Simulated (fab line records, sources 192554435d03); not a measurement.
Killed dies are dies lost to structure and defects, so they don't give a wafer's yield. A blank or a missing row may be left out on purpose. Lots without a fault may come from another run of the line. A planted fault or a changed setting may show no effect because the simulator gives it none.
fab line records | flow n5_finfet
record lots=10 wafers=30 last_day=19
route steps=1938 shown BEOL_M15@1809 PASSIVATION@1936
lots that met no fault: from a run of the same line without faults
start_h: hours from the record's first day to the start of the lot's first wafer shown | wait_h: hours since the lot's step before | " the same as in the row above | L1.1+2: a row that stands for several wafers | - no value, or no start given | * or withheld: withheld | < > ~ a bound
route shown NAME@n: a module of which the file shows steps, and the number in the route of the first | usual: mean/standard deviation of fault-free wafers | same: alike in all rows | chamber/n: place in a boat | sites: the reading at each site | _std_site: their standard deviation | _edge_site: outer sites' mean less inner sites' | radius_mm: how far each site lies from the wafer's centre | mask NAME#n: copy n | behind: the tool/chamber that last shaped the wafer | hold: why the lot was held/for how many hours/how that ended | device: the transistor (n, p or np) that didn't switch | end of line: the same wafers' tests at the end of the route | a step without rows: its recipe alone | killed: dies lost to structure and defects at the first sort, not the wafer's yield | map: a wafer's dies, x killed, . not, _ none there
set.NAME: the setting as run; set.NAME@STEP: as run at that earlier step | model.NAME: the simulator's own value behind a step, which no gauge read
steps of the route over a sample of lots; a table a step, a row a wafer
services: from which hour (start_h, from the record's first day; less than 0 if before it) a tool's chamber was out of use, for how many hours, and why
## steps
# step N5_BEOL_M15_TRENCH_ETCH_34
# recipe chemistry=C4F8/O2/Ar target=SiO2 target_depth_a=8729.3 he_inner_torr=15 he_outer_torr=30 time_s=199 ion_energy_ev=800 pressure_mtorr=20 source_w=1905 bias_w=2040 Ar_flow_sccm=400 C4F8_flow_sccm=16 O2_flow_sccm=12
# usual drypump_motor_current_A=5.7/0.63 oes_product_au=0.76/0.077 rf_vpp_V=2216/27 showerhead_plenum_p_Torr=3.43/0.094 throttle_valve_pct=30.86/0.29
# columns lot.wafer tool chamber start_h wait_h drypump_motor_current_A oes_product_au rf_hours_counter_h rf_vpp_V showerhead_plenum_p_Torr throttle_valve_pct
L357.2 rie_diel-06 3 308.56 0.0 6.7 0.70 197 2182 3.27 30.54
L357.3 " 0 " " 5.1 0.75 173 2199 3.42 30.51
L357.6 " 0 " " 5.1 0.76 - 2199 3.42 30.54
L358.2 rie_diel-06 0 334.25 0.0 5.1 0.74 180 2198 3.41 30.53
L358.4 " 3 " " 6.6 0.68 204 2181 3.26 30.55
L358.5 " 2 " " 6.6 0.76 - 2188 3.46 31.05
L359.4 rie_diel-05 1 340.69 0.0 6.2 0.77 140 2213 3.43 30.65
L359.5 " 2 " " 5.0 0.71 - 2230 3.53 30.83
L359.6 " 3 " " 6.2 0.71 - 2256 3.41 31.30
L363.2 rie_diel-05 0 355.19 0.0 5.9 0.93 22 2198 3.50 30.54
L363.5 " 2 " " 5.0 0.72 - 2230 3.53 30.82
L363.6 " 3 " " 6.1 0.72 - 2255 3.41 31.29
L361.4 rie_diel-06 3 368.88 0.0 6.7 0.68 216 2181 3.26 30.56
L361.5 " 2 " " 6.6 0.76 - 2188 3.45 31.05
L361.6 " 1 " " 5.0 0.72 - 2241 3.43 31.09
L364.2 rie_diel-02 3 369.39 0.0 5.6 0.78 121 2186 3.22 31.02
L364.4 " 1 " " 5.1 0.86 51 2202 3.48 30.91
L364.6 " 0 " " 5.5 0.93 - 2266 3.63 30.50
L366.1 rie_diel-06 1 395.22 0.0 5.0 0.71 196 2239 3.42 31.12
L366.3 " 0 " " 5.1 0.73 200 2197 3.40 30.56
L366.5 " 0 " " 5.1 0.73 - 2198 3.40 30.56
L367.2 rie_diel-06 2 401.48 0.0 6.6 0.74 160 2188 3.44 31.07
L367.4 " 0 " " 5.0 0.74 202 2198 3.40 30.56
L367.6 " 2 " " 6.6 0.75 - 2189 3.44 31.06
L377.2 rie_diel-05 1 439.11 0.0 6.1 0.75 176 2213 3.41 30.69
L377.4 " 2 " " 5.0 0.69 - 2227 3.51 30.85
L377.5 " 1 " " 6.1 0.75 - 2212 3.41 30.68
L378.1 rie_diel-02 0 448.26 0.0 5.6 0.89 33 2265 3.62 30.55
L378.5 " 0 " " 5.5 0.90 - 2265 3.62 30.53
L378.6 " 3 " " 5.6 0.75 - 2185 3.21 31.03
# step N5_BEOL_M15_STRIP_36
# recipe chemistry=O2 power_w=600 temp_c=60 pressure_mtorr=30 rf_frequency_hz=6e+07 bias_power_w=0 overash_fraction=0.3 o2_flow_sccm=225
# usual drypump_motor_current_A=5.7/0.61 oes_product_au=0.76/0.077 rf_vpp_V=3.7/0.93 showerhead_plenum_p_Torr=2.09/0.066 throttle_valve_pct=16.70/0.29
# columns lot.wafer tool chamber start_h wait_h drypump_motor_current_A oes_product_au rf_hours_counter_h rf_vpp_V showerhead_plenum_p_Torr throttle_valve_pct
L357.2 rie_diel-06 0 308.78 0.0 5.1 0.75 173 3.3 2.12 16.66
L357.3 " 2 " " 6.6 0.77 131 2.5 2.10 16.71
L357.6 " 1 " " 5.0 0.73 - 4.5 2.09 16.81
L358.2 rie_diel-02 3 334.98 0.6 5.6 0.78 108 2.2 1.96 16.70
L358.4 " 2 " " 6.3 0.70 - 4.4 2.09 17.22
L358.5 " 3 " " 5.6 0.78 - 3.9 1.96 16.66
L359.4 rie_diel-02 2 341.00 0.1 6.3 0.70 - 1.9 2.09 17.22
L359.5 " 3 " " 5.6 0.80 - 3.1 1.95 16.70
L359.6 " 0 " " 5.5 0.98 - 4.6 2.22 16.28
L363.2 rie_diel-05 0 357.91 2.5 5.9 0.93 22 3.3 2.13 16.14
L363.5 " 2 " " 5.0 0.72 - 3.5 2.19 16.83
L363.6 " 1 " " 6.1 0.76 - 3.2 2.07 16.43
L361.4 rie_diel-05 2 369.39 0.3 5.0 0.71 - 5.1 2.18 16.86
L361.5 " 1 " " 6.1 0.76 - 3.6 2.07 16.45
L361.6 " 3 " " 6.2 0.70 - 2.0 2.07 17.04
L364.2 rie_diel-05 0 374.36 4.8 5.9 0.92 24 3.8 2.13 16.14
L364.4 " 3 " " 6.2 0.70 209 3.7 2.07 17.05
L364.6 " 2 " " 5.0 0.71 - 3.0 2.18 16.84
L366.1 rie_diel-05 3 397.52 2.1 6.2 0.69 217 4.3 2.07 17.05
L366.3 " 0 " " 5.8 0.91 32 2.5 2.12 16.15
L366.5 " 0 " " 5.9 0.92 - 3.3 2.12 16.15
L367.2 rie_diel-05 0 405.57 3.9 5.8 0.92 34 3.5 2.12 16.16
L367.4 " 2 " " 5.0 0.71 219 2.1 2.18 16.86
L367.6 " 2 " " 5.0 0.70 - 3.3 2.18 16.83
L377.2 rie_diel-05 1 439.69 0.4 6.1 0.75 177 5.4 2.06 16.49
L377.4 " 0 " " 5.9 0.90 - 3.5 2.12 16.19
L377.5 " 2 " " 5.0 0.68 - 3.7 2.17 16.88
L378.1 rie_diel-06 0 450.04 1.6 5.1 0.72 216 3.7 2.10 16.69
L378.5 " 1 " " 5.0 0.70 - 3.8 2.07 16.90
L378.6 " 0 " " 5.0 0.72 - 3.2 2.10 16.69
# step N5_BEOL_M15_DEGAS_41
# recipe ambient=vacuum temp_c=300 time_s=60
# usual heater_power_w=458/32
# columns lot.wafer tool chamber start_h wait_h heater_power_w
L357.2 pvd_sputter-01 - 309.13 0.0 435
L357.3 " - " " 399
L357.6 " - " " 430
L358.2 pvd_sputter-03 - 335.58 0.3 461
L358.4 " - " " 503
L358.5 " - " " 416
L359.4 pvd_sputter-02 - 341.32 0.0 469
L359.5 " - " " 464
L359.6 " - " " 433
L363.2 pvd_sputter-01 - 358.48 0.3 479
L363.5 " - " " 407
L363.6 " - " " 496
L361.4 pvd_sputter-03 - 369.97 0.3 506
L361.5 " - " " 462
L361.6 " - " " 409
L364.2 pvd_sputter-01 - 375.01 0.3 496
L364.4 " - " " 445
L364.6 " - " " 486
L366.1 pvd_sputter-02 - 398.02 0.2 436
L366.3 " - " " 465
L366.5 " - " " 475
L367.2 pvd_sputter-02 - 405.91 0.0 438
L367.4 " - " " 449
L367.6 " - " " 466
L377.2 pvd_sputter-02 - 440.47 0.5 445
L377.4 " - " " 475
L377.5 " - " " 470
L378.1 pvd_sputter-01 - 450.69 0.3 410
L378.5 " - " " 437
L378.6 " - " " 498
# step N5_BEOL_M15_SPUTTER_45
# recipe material=Cu target_thk_a=1000 temp_c=-20 bias_v=60 power_w=26000 chamber_pressure_pa=0.13 time_s=16.67
# usual throttle_valve_pct=30.2/0.83
# columns lot.wafer tool chamber start_h wait_h throttle_valve_pct
L357.2 pvd_sputter-01 - 309.37 0.0 31.2
L357.3 " - " " 30.3
L357.6 " - " " 31.2
L358.2 pvd_sputter-03 - 335.82 0.0 30.7
L358.4 " - " " 29.3
L358.5 " - " " 30.0
L359.4 pvd_sputter-02 - 341.59 0.0 30.7
L359.5 " - " " 30.6
L359.6 " - " " 30.9
L363.2 pvd_sputter-01 - 358.72 0.0 29.1
L363.5 " - " " 30.5
L363.6 " - " " 31.1
L361.4 pvd_sputter-03 - 370.21 0.0 29.1
L361.5 " - " " 30.6
L361.6 " - " " 30.1
L364.2 pvd_sputter-01 - 375.25 0.0 30.8
L364.4 " - " " 31.3
L364.6 " - " " 29.1
L366.1 pvd_sputter-02 - 398.26 0.0 31.2
L366.3 " - " " 30.7
L366.5 " - " " 29.3
L367.2 pvd_sputter-02 - 406.15 0.0 30.9
L367.4 " - " " 31.0
L367.6 " - " " 29.2
L377.2 pvd_sputter-02 - 440.71 0.0 30.8
L377.4 " - " " 29.0
L377.5 " - " " 30.5
L378.1 pvd_sputter-01 - 450.93 0.0 30.3
L378.5 " - " " 31.2
L378.6 " - " " 29.3
# step N5_BEOL_M15_THK_MEAS_50
# recipe thk_meas_gauge=xrf reads=Cu_of_BEOL_M15_ECD_47
# usual M15_THK=855/16
# columns lot.wafer tool chamber start_h wait_h M15_THK[nm]
L357.2 film_metro-01 - 310.63 - 835
L357.3 " - " " 856
L357.6 " - " " 864
L358.2 film_metro-01 - 336.77 - 865
L358.4 " - " " 836
L358.5 " - " " 863
L359.4 film_metro-01 - 342.55 - 837
L359.5 " - " " 837
L359.6 " - " " 836
L363.2 film_metro-01 - 359.83 - 882
L363.5 " - " " 858
L363.6 " - " " 865
L361.4 film_metro-01 - 371.16 - 842
L361.5 " - " " 869
L361.6 " - " " 829
L364.2 film_metro-01 - 376.22 - 847
L364.4 " - " " 853
L364.6 " - " " 855
L366.1 film_metro-01 - 399.27 - 851
L366.3 " - " " 882
L366.5 " - " " 878
L367.2 film_metro-01 - 407.12 - 908
L367.4 " - " " 907
L367.6 " - " " 868
L377.2 film_metro-02 - 441.66 - 841
L377.4 " - " " 845
L377.5 " - " " 852
L378.1 film_metro-02 - 451.88 - 860
L378.5 " - " " 857
L378.6 " - " " 842
# step N5_BEOL_M15_RS_MEAS_54
# recipe thk_meas_gauge=four-point-probe reads=Cu_of_BEOL_M15_ECD_47+Ta_of_BEOL_M15_SPUTTER_44+TaN_of_BEOL_M15_SPUTTER_43
# usual M15_RS=0.0214/0.00039
# columns lot.wafer tool chamber start_h wait_h M15_RS[ohm/sq]
L357.2 film_metro-01 - 310.79 0.1 0.0218
L357.3 " - " " 0.0213
L357.6 " - " " 0.0211
L358.2 film_metro-01 - 336.90 0.1 0.0212
L358.4 " - " " 0.0220
L358.5 " - " " 0.0212
L359.4 film_metro-01 - 342.68 0.0 0.0216
L359.5 " - " " 0.0217
L359.6 " - " " 0.0215
L363.2 film_metro-01 - 359.96 0.1 0.0208
L363.5 " - " " 0.0214
L363.6 " - " " 0.0212
L361.4 film_metro-02 - 371.29 0.0 0.0217
L361.5 " - " " 0.0210
L361.6 " - " " 0.0221
L364.2 film_metro-01 - 376.35 0.1 0.0215
L364.4 " - " " 0.0214
L364.6 " - " " 0.0213
L366.1 film_metro-02 - 399.40 0.0 0.0216
L366.3 " - " " 0.0209
L366.5 " - " " 0.0210
L367.2 film_metro-01 - 407.25 0.1 0.0203
L367.4 " - " " 0.0201
L367.6 " - " " 0.0211
L377.2 film_metro-01 - 441.79 0.1 0.0217
L377.4 " - " " 0.0217
L377.5 " - " " 0.0216
L378.1 film_metro-02 - 452.01 0.0 0.0214
L378.5 " - " " 0.0213
L378.6 " - " " 0.0217
# step N5_PASSIVATION_PROBE_49
# usual defect_limited_yield=91.4/1.2 killed_at_M0_to_M3=34/9.1 killed_at_M4_up=14/5.8 killed_at_contacts=13/6 killed_at_front_end=38/10 killed_at_other=3.2/2.7 killed_dies=102/14 killed_open=68/11 killed_short=32/7.2 sort_bin_5_function=5.1/0.83 sort_bin_6_memory=3.2/0.56 sort_bin_8_speed=0.01/0.064 sort_n_pass=1078/14 sort_yield_pct=91.4/1.2
# same gross_dies=1180 killed_at_back_side=0 sort_bin_4_leakage[%]=0
# columns lot.wafer tool chamber start_h wait_h defect_limited_yield[%] killed_at_M0_to_M3 killed_at_M4_up killed_at_contacts killed_at_front_end killed_at_other killed_dies killed_open killed_short sort_bin_5_function[%] sort_bin_6_memory[%] sort_bin_8_speed[%] sort_n_pass sort_yield_pct[%]
L357.2 prober-01 - 325.68 0.1 90.3 38 25 18 31 2 114 89 25 5.6 4.0 0 1066 90.3
L357.3 prober-01 - 325.73 0.1 92.0 34 22 6 32 0 94 65 29 4.7 3.1 0 1086 92.0
L357.6 prober-01 - 325.88 0.3 92.0 26 12 19 34 3 94 72 21 4.4 3.4 0 1086 92.0
L358.2 prober-02 - 350.99 0.1 92.7 28 18 14 25 1 86 64 22 4.3 2.9 0 1094 92.7
L358.4 prober-02 - 351.09 0.2 91.9 20 26 15 28 7 96 66 22 4.7 2.5 0 1084 91.9
L358.5 prober-02 - 351.14 0.2 93.4 17 13 19 29 0 78 52 24 3.9 2.7 0 1102 93.4
L359.4 prober-02 - 359.99 0.2 90.8 27 9 13 57 3 109 68 40 5.3 3.6 0 1071 90.8
L359.5 prober-02 - 360.04 0.2 88.9 56 6 4 62 3 131 98 33 6.9 3.8 0 1049 88.9
L359.6 prober-02 - 360.09 0.3 90.2 23 8 28 53 4 116 80 35 6.1 3.6 0.08 1063 90.1
L363.2 prober-01 - 375.25 0.1 92.5 44 2 20 17 5 88 62 24 4.2 3.0 0 1092 92.5
L363.5 prober-01 - 375.40 0.2 92.0 35 3 20 30 6 94 70 24 4.7 3.1 0 1086 92.0
L363.6 prober-01 - 375.45 0.3 92.9 27 5 22 26 4 84 61 22 3.6 3.1 0 1096 92.9
L361.4 prober-01 - 388.45 0.2 89.9 39 13 17 42 8 119 79 38 6.4 3.5 0 1061 89.9
L361.5 prober-01 - 388.50 0.2 92.5 30 5 14 34 6 89 57 31 4.3 3.0 0 1091 92.5
L361.6 prober-01 - 388.55 0.3 91.9 29 21 13 26 6 95 59 33 4.8 3.0 0 1085 91.9
L364.2 prober-01 - 391.50 0.1 93.3 19 20 9 31 0 79 53 20 3.4 3.0 0 1101 93.3
L364.4 prober-01 - 391.60 0.2 93.7 19 13 21 20 1 74 52 17 3.4 2.7 0 1106 93.7
L364.6 prober-01 - 391.70 0.3 93.3 24 11 13 31 0 79 49 29 3.6 3.0 0 1101 93.3
L366.1 prober-01 - 411.02 0.0 91.5 34 6 5 53 2 100 60 36 5.2 2.9 0 1080 91.5
L366.3 prober-01 - 411.12 0.1 91.3 54 15 7 26 1 103 68 34 4.9 3.6 0 1077 91.3
L366.5 prober-01 - 411.22 0.2 90.7 54 7 8 41 0 110 72 36 5.6 3.4 0 1070 90.7
L367.2 prober-01 - 419.48 0.1 92.5 30 16 14 24 4 88 65 22 4.7 2.6 0 1092 92.5
L367.4 prober-01 - 419.58 0.2 93.1 36 14 3 26 3 82 50 30 4.2 2.5 0 1098 93.1
L367.6 prober-01 - 419.68 0.3 93.2 32 13 4 25 6 80 58 22 4.1 2.7 0 1100 93.2
L377.2 prober-01 - 455.96 0.1 92.5 22 10 13 42 2 89 60 25 4.2 3.1 0 1091 92.5
L377.4 prober-01 - 456.06 0.2 92.1 36 6 4 45 2 93 56 31 4.2 2.9 0 1087 92.1
L377.5 prober-01 - 456.11 0.2 89.7 42 15 27 35 3 122 84 37 6.3 4.0 0 1058 89.7
L378.1 prober-01 - 465.65 0.0 89.9 50 24 13 31 1 119 85 34 5.9 4.1 0 1061 89.9
L378.5 prober-01 - 465.85 0.2 91.9 42 14 15 25 0 96 66 29 5.1 2.6 0 1084 91.9
L378.6 prober-01 - 465.90 0.3 89.7 34 22 18 42 6 122 87 33 6.2 3.9 0 1058 89.7
# killed by level:class
L357.2 BEOL_M2:geometric_particle:open=17 BEOL_M4:geometric_particle:open=16 MOL_CONTACT_COAG:geometric_particle:open=15 STI_FIN_REVEAL:geometric_particle:open=10 BEOL_M0_SAQP:geometric_particle:short=8 BEOL_M0_SAQP:geometric_particle:open=8 DUMMY_GATE:geometric_particle:open=7 GATE_CUT:geometric_particle:open=3
L357.3 BEOL_M2:geometric_particle:open=9 DUMMY_GATE:geometric_particle:open=8 BEOL_M4:geometric_particle:open=8 BEOL_M0_SAQP:geometric_particle:short=7 MOL_CONTACT_COAG:geometric_particle:open=6 FIN_SAQP:geometric_particle:open=5 BEOL_M0_SAQP:geometric_particle:open=5 BEOL_M3:geometric_particle:open=5
L357.6 MOL_CONTACT_COAG:geometric_particle:open=17 BEOL_M4:geometric_particle:open=9 FIN_SAQP:geometric_particle:open=8 STI_FIN_REVEAL:geometric_particle:open=8 BEOL_M3:geometric_particle:open=6 BEOL_M2:geometric_particle:open=5 DUMMY_GATE:geometric_particle:open=4 BEOL_M0_SAQP:geometric_particle:short=4
L358.2 MOL_CONTACT_COAG:geometric_particle:open=12 STI_FIN_REVEAL:geometric_particle:open=10 BEOL_M4:geometric_particle:open=9 BEOL_M1:geometric_particle:open=6 BEOL_M2:geometric_particle:open=6 BEOL_M0_SAQP:geometric_particle:short=5 BEOL_M0_SAQP:geometric_particle:open=4 FIN_SAQP:geometric_particle:open=3
L358.4 MOL_CONTACT_COAG:geometric_particle:open=13 BEOL_M4:geometric_particle:open=7 BEOL_M4:geometric_particle:short=5 HKMG_FIN:area_etch=5 DUMMY_GATE:geometric_particle:open=4 FIN_SAQP:geometric_particle:open=4 STI_FIN_REVEAL:geometric_particle:open=4 BEOL_M2:geometric_particle:open=4
L358.5 MOL_CONTACT_COAG:geometric_particle:open=14 STI_FIN_REVEAL:geometric_particle:open=9 BEOL_M4:geometric_particle:open=6 MOL_CONTACT_COAG:geometric_particle:short=5 BEOL_M3:geometric_particle:open=5 BEOL_M0_SAQP:geometric_particle:short=4 BEOL_M0:geometric_particle:open=4 FIN_SAQP:geometric_particle:open=3
L359.4 FIN_SAQP:geometric_particle:open=20 BEOL_M0_SAQP:geometric_particle:short=13 MOL_CONTACT_COAG:geometric_particle:open=12 GATE_CUT:geometric_particle:short=9 FIN_SAQP:geometric_particle:short=8 BEOL_M0_SAQP:geometric_particle:open=5 ILD0:geometric_particle:short=4 STI_FIN_REVEAL:geometric_particle:open=4
L359.5 FIN_SAQP:geometric_particle:open=27 BEOL_M2:geometric_particle:open=16 STI_FIN_REVEAL:geometric_particle:open=15 BEOL_M1:geometric_particle:open=12 BEOL_M0_SAQP:geometric_particle:short=10 FIN_SAQP:geometric_particle:short=9 BEOL_M0_SAQP:geometric_particle:open=7 BEOL_M3:geometric_particle:open=5
L359.6 MOL_CONTACT_COAG:geometric_particle:open=24 FIN_SAQP:geometric_particle:open=21 FIN_SAQP:geometric_particle:short=12 BEOL_M0_SAQP:geometric_particle:short=6 BEOL_M0_SAQP:geometric_particle:open=5 BEOL_M2:geometric_particle:open=5 STI_FIN_REVEAL:geometric_particle:open=4 GATE_CUT:geometric_particle:short=4
L363.2 MOL_CONTACT_COAG:geometric_particle:open=18 BEOL_M0_SAQP:geometric_particle:open=13 BEOL_M3:geometric_particle:open=11 BEOL_M0_SAQP:geometric_particle:short=9 STI_FIN_REVEAL:geometric_particle:open=6 BEOL_M2:geometric_particle:short=4 GATE_CUT:geometric_particle:short=3 STARTING-WAFER:geometric_particle:open=3
L363.5 MOL_CONTACT_COAG:geometric_particle:open=15 FIN_SAQP:geometric_particle:open=12 BEOL_M0_SAQP:geometric_particle:open=7 BEOL_M0_SAQP:geometric_particle:short=6 BEOL_M3:geometric_particle:open=6 STI_FIN_REVEAL:geometric_particle:open=5 MOL_CONTACT_COAG:geometric_particle:short=5 BEOL_M0:geometric_particle:open=5
L363.6 MOL_CONTACT_COAG:geometric_particle:open=18 FIN_SAQP:geometric_particle:open=8 BEOL_M0_SAQP:geometric_particle:open=6 BEOL_M0_SAQP:geometric_particle:short=5 BEOL_M2:geometric_particle:open=5 STARTING-WAFER:geometric_particle:open=5 GATE_CUT:geometric_particle:short=4 MOL_CONTACT_COAG:geometric_particle:short=4
L361.4 MOL_CONTACT_COAG:geometric_particle:open=16 STI_FIN_REVEAL:geometric_particle:open=14 BEOL_M0_SAQP:geometric_particle:open=12 BEOL_M0_SAQP:geometric_particle:short=9 BEOL_M3:geometric_particle:open=8 FIN_SAQP:geometric_particle:open=7 STI_FIN_REVEAL:geometric_particle:short=5 FIN_SAQP:geometric_particle:short=4
L361.5 MOL_CONTACT_COAG:geometric_particle:open=10 BEOL_M0_SAQP:geometric_particle:short=10 FIN_SAQP:geometric_particle:open=6 BEOL_M2:geometric_particle:open=6 BEOL_M0_SAQP:geometric_particle:open=5 STI_FIN_REVEAL:geometric_particle:open=4 DUMMY_GATE:geometric_particle:open=4 MOL_CONTACT_COAG:geometric_particle:short=4
L361.6 MOL_CONTACT_COAG:geometric_particle:open=12 BEOL_M4:geometric_particle:open=10 BEOL_M0_SAQP:geometric_particle:open=8 BEOL_M2:geometric_particle:open=7 FIN_SAQP:geometric_particle:short=5 FIN_SAQP:geometric_particle:open=4 STI_FIN_REVEAL:geometric_particle:open=4 BEOL_M0_SAQP:geometric_particle:short=4
L364.2 MOL_CONTACT_COAG:geometric_particle:open=8 FIN_SAQP:geometric_particle:open=6 GATE_CUT:geometric_particle:short=5 STI_FIN_REVEAL:geometric_particle:open=4 DUMMY_GATE:geometric_particle:open=4 BEOL_M0_SAQP:geometric_particle:short=4 BEOL_M0:geometric_particle:open=4 BEOL_M4:geometric_particle:open=4
L364.4 MOL_CONTACT_COAG:geometric_particle:open=16 DUMMY_GATE:geometric_particle:open=7 FIN_SAQP:geometric_particle:open=5 MOL_CONTACT_COAG:geometric_particle:short=5 BEOL_M0_SAQP:geometric_particle:open=4 BEOL_M3:geometric_particle:open=4 BEOL_M1:geometric_particle:open=3 BEOL_M2:geometric_particle:open=3
L364.6 MOL_CONTACT_COAG:geometric_particle:open=10 BEOL_M4:geometric_particle:open=7 FIN_SAQP:geometric_particle:short=6 BEOL_M0_SAQP:geometric_particle:open=6 BEOL_M2:geometric_particle:open=6 GATE_CUT:geometric_particle:short=5 FIN_SAQP:geometric_particle:open=4 BEOL_M0_SAQP:geometric_particle:short=4
L366.1 FIN_SAQP:geometric_particle:open=21 BEOL_M2:geometric_particle:open=11 FIN_SAQP:geometric_particle:short=8 BEOL_M0_SAQP:geometric_particle:short=7 DUMMY_GATE:geometric_particle:open=5 GATE_CUT:geometric_particle:open=5 MOL_CONTACT_COAG:geometric_particle:open=5 GATE_CUT:geometric_particle:short=4
L366.3 BEOL_M0_SAQP:geometric_particle:short=14 BEOL_M3:geometric_particle:open=12 BEOL_M0_SAQP:geometric_particle:open=12 FIN_SAQP:geometric_particle:open=8 BEOL_M1:geometric_particle:open=7 MOL_CONTACT_COAG:geometric_particle:open=6 BEOL_M4:geometric_particle:open=6 FIN_SAQP:geometric_particle:short=4
L366.5 BEOL_M0_SAQP:geometric_particle:open=19 BEOL_M2:geometric_particle:open=12 BEOL_M0_SAQP:geometric_particle:short=11 FIN_SAQP:geometric_particle:short=7 STI_FIN_REVEAL:geometric_particle:open=7 MOL_CONTACT_COAG:geometric_particle:open=7 STARTING-WAFER:geometric_particle:short=6 FIN_SAQP:geometric_particle:open=5
L367.2 MOL_CONTACT_COAG:geometric_particle:open=12 BEOL_M4:geometric_particle:open=10 BEOL_M0_SAQP:geometric_particle:open=9 STI_FIN_REVEAL:geometric_particle:open=7 BEOL_M0_SAQP:geometric_particle:short=5 FIN_SAQP:geometric_particle:short=4 BEOL_M2:geometric_particle:open=4 BEOL_M0:geometric_particle:open=4
L367.4 BEOL_M2:geometric_particle:open=8 GATE_CUT:geometric_particle:short=7 BEOL_M2:geometric_particle:short=7 FIN_SAQP:geometric_particle:open=4 BEOL_M1:geometric_particle:open=4 BEOL_M5:geometric_particle:open=4 STI_FIN_REVEAL:geometric_particle:open=3 BEOL_M0_SAQP:geometric_particle:open=3
L367.6 BEOL_M4:geometric_particle:open=8 BEOL_M3:geometric_particle:open=7 FIN_SAQP:geometric_particle:open=6 STI_FIN_REVEAL:geometric_particle:open=6 DUMMY_GATE:geometric_particle:open=5 BEOL_M1:geometric_particle:open=5 MOL_CONTACT_COAG:geometric_particle:open=4 BEOL_M0_SAQP:geometric_particle:short=4
L377.2 MOL_CONTACT_COAG:geometric_particle:open=12 FIN_SAQP:geometric_particle:open=9 STI_FIN_REVEAL:geometric_particle:open=7 ILD0:geometric_particle:short=6 BEOL_M3:geometric_particle:open=6 FIN_SAQP:geometric_particle:short=3 ILD0:geometric_particle:open=3 GATE_CUT:geometric_particle:short=3
L377.4 FIN_SAQP:geometric_particle:open=9 BEOL_M3:geometric_particle:open=8 BEOL_M2:geometric_particle:open=8 FIN_SAQP:geometric_particle:short=7 STI_FIN_REVEAL:geometric_particle:open=6 BEOL_M0_SAQP:geometric_particle:open=6 BEOL_M0_SAQP:geometric_particle:short=5 MOL_CONTACT_COAG:geometric_particle:open=4
L377.5 MOL_CONTACT_COAG:geometric_particle:open=22 BEOL_M0_SAQP:geometric_particle:open=11 BEOL_M0_SAQP:geometric_particle:short=10 BEOL_M4:geometric_particle:open=9 STI_FIN_REVEAL:geometric_particle:open=8 BEOL_M3:geometric_particle:open=8 GATE_CUT:geometric_particle:short=7 FIN_SAQP:geometric_particle:open=5
L378.1 BEOL_M0_SAQP:geometric_particle:short=16 BEOL_M4:geometric_particle:open=16 BEOL_M0_SAQP:geometric_particle:open=15 STI_FIN_REVEAL:geometric_particle:open=11 MOL_CONTACT_COAG:geometric_particle:open=10 BEOL_M2:geometric_particle:open=7 GATE_CUT:geometric_particle:short=6 BEOL_M1:geometric_particle:open=6
L378.5 BEOL_M0_SAQP:geometric_particle:open=19 MOL_CONTACT_COAG:geometric_particle:open=12 STI_FIN_REVEAL:geometric_particle:open=10 BEOL_M0_SAQP:geometric_particle:short=9 BEOL_M4:geometric_particle:open=9 BEOL_M2:geometric_particle:open=5 BEOL_M1:geometric_particle:open=4 STARTING-WAFER:geometric_particle:short=4
L378.6 STI_FIN_REVEAL:geometric_particle:open=20 BEOL_M4:geometric_particle:open=17 MOL_CONTACT_COAG:geometric_particle:open=14 BEOL_M1:geometric_particle:open=9 GATE_CUT:geometric_particle:short=5 BEOL_M2:geometric_particle:open=5 MOL_CONTACT_COAG:geometric_particle:short=4 BEOL_M0_SAQP:geometric_particle:short=4
## services
# columns tool chamber start_h hours kind
pvd_sputter-03 - 296.52 4.4 repair
pvd_sputter-02 - 313.19 18.0 repair
rie_diel-02 0 319.57 - clean
rie_diel-02 0 319.57 - consumable_replace:focus_ring
rie_diel-02 0 319.57 - consumable_replace:showerhead
rie_diel-02 0 319.57 16.1 scheduled_down
rie_diel-02 0 319.57 16.1 vent_cycle
pvd_sputter-01 - 352.24 1.7 repair
rie_diel-05 0 359.41 10.1 repair
rie_diel-06 3 390.12 6.1 repair
rie_diel-02 0 390.16 5.6 repair
pvd_sputter-01 - 394.70 27.2 repair
rie_diel-02 3 397.07 5.9 repair
rie_diel-02 - 426.34 0.8 repair
rie_diel-05 3 433.58 22.9 repair
pvd_sputter-03 - 437.00 2.2 repair
rie_diel-02 2 437.86 4.1 repair
pvd_sputter-03 - 440.50 0.9 repair
rie_diel-06 3 450.81 5.4 repair
## key
first_sign step=N5_BEOL_M15_THK_MEAS_50 reading=M15_THK direction=up sigmas=3.2 usual=855 struck=908
effect step=N5_BEOL_M15_RS_MEAS_54 reading=M15_RS direction=down sigmas=3.1 usual=0.0214 struck=0.0202
met_at N5_BEOL_M15_TRENCH_ETCH_34
struck_lots L367
struck_wafers L367.2,L367.4
not_acting_at N5_BEOL_M15_STRIP_36,N5_BEOL_M15_DEGAS_41,N5_BEOL_M15_SPUTTER_45
onset_between 395.22 401.48
fault kind=process_parameter_drift tool=rie_diel-06 chamber=- onset_h=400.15 steps=N5_BEOL_M15_TRENCH_ETCH_34 channel=time_s offset=* shape=step end_h=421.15 scope=struck_wafers_only acts_in=* stated=*
